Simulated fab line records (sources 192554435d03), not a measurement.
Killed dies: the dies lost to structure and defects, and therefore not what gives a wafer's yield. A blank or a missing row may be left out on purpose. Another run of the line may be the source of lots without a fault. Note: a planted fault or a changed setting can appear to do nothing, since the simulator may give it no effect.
Chamber matching / flow n5 finfet / N5_STI_FIN_REVEAL_ETCHBACK_08 on rie diel-06 has 4 sister chambers
The step etches SiO2 in C4F6/O2, target depth 30.5 nm, time 10.167 s. 4 wafers are shown with their chamber, then 8 later ones without.

== WAFERS WITH THEIR CHAMBER ==
wafer=L089.2; chamber=3; showerhead plenum p Torr (Torr)=2.83
wafer=L093.2; chamber=2; showerhead plenum p Torr (Torr)=2.79
wafer=L093.5; chamber=0; showerhead plenum p Torr (Torr)=2.79
wafer=L094.2; chamber=1; showerhead plenum p Torr (Torr)=2.90

== WAFERS MISSING THEIR CHAMBER ==
wafer=L094.3; showerhead plenum p Torr (Torr)=2.79
wafer=L094.4; showerhead plenum p Torr (Torr)=2.82
wafer=L095.3; showerhead plenum p Torr (Torr)=2.79
wafer=L095.5; showerhead plenum p Torr (Torr)=2.90
wafer=L095.6; showerhead plenum p Torr (Torr)=2.79
wafer=L096.3; showerhead plenum p Torr (Torr)=2.82
wafer=L096.4; showerhead plenum p Torr (Torr)=2.90
wafer=L096.5; showerhead plenum p Torr (Torr)=2.90

== EACH ONE'S CHAMBER ==
wafer=L094.3; from the rows above=can't be placed: 0 or 2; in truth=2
wafer=L094.4; from the rows above=3; in truth=3
wafer=L095.3; from the rows above=can't be placed: 0 or 2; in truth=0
wafer=L095.5; from the rows above=1; in truth=1
wafer=L095.6; from the rows above=can't be placed: 0 or 2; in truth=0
wafer=L096.3; from the rows above=3; in truth=3
wafer=L096.4; from the rows above=1; in truth=1
wafer=L096.5; from the rows above=1; in truth=1
Correctly placed: 5 of 8. From these rows, 3 cannot be placed; in 3 the true chamber is one of the candidates. Number placed wrongly: 0.
How it was worked out, from the rows above alone: a wafer's distance from a chamber is the root of the sum, over the readings, of the square of ((its reading less the chamber's mean) divided by the reading's scatter). If the next closest chamber is less than 2 further off than the closest, the wafer can't be placed; otherwise it belongs to the closest. A chamber's mean is the mean of its shown wafers. The scatter: root of mean squared gap, hidden wafer to nearest shown wafer, with one shown wafer a chamber.
